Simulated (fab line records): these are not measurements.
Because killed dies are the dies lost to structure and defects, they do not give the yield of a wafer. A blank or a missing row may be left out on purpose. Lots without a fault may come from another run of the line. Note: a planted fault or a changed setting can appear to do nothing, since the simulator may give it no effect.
Matching of chambers    flow n5-finfet    N5_MOL_CONTACT_COAG_ALD_131 on ald-sin-03: 4 sister chambers
The step deposits SiO2, target thk 5 nm, pulse time 1 s, co reactant pulse time 1 s. 4 wafers are shown with their chamber, then 7 later ones without.

WAFERS, EACH WITH ITS CHAMBER
wafer   chamber  heater-power-w (W)
L082.6  1        78
L084.6  2        80
L090.3  3        90
L090.4  0        89

WAFERS MISSING THEIR CHAMBER
wafer   heater-power-w (W)
L090.5  90
L091.1  90
L091.2  89
L091.6  75
L095.2  89
L095.5  87
L095.6  89

EACH ONE'S CHAMBER
wafer   from the rows above      in truth
L090.5  can't be placed: 3 or 0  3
L091.1  can't be placed: 3 or 0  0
L091.2  can't be placed: 0 or 3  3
L091.6  can't be placed: 1 or 2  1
L095.2  can't be placed: 0 or 3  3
L095.5  can't be placed: 0 or 3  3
L095.6  can't be placed: 0 or 3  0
Correctly placed: 0 of 7. From these rows, 7 cannot be placed; in 7 the true chamber is one of the candidates. Wrongly placed: 0.
How it was worked out, from the rows above alone: a wafer's distance from a chamber is the root of the sum, over the readings, of the square of ((its reading less the chamber's mean) divided by the reading's scatter). If the next closest chamber is less than 2 further off than the closest, the wafer can't be placed; otherwise it belongs to the closest. A chamber's mean is the mean of its shown wafers. The scatter: root of mean squared gap, hidden wafer to nearest shown wafer, with one shown wafer a chamber.
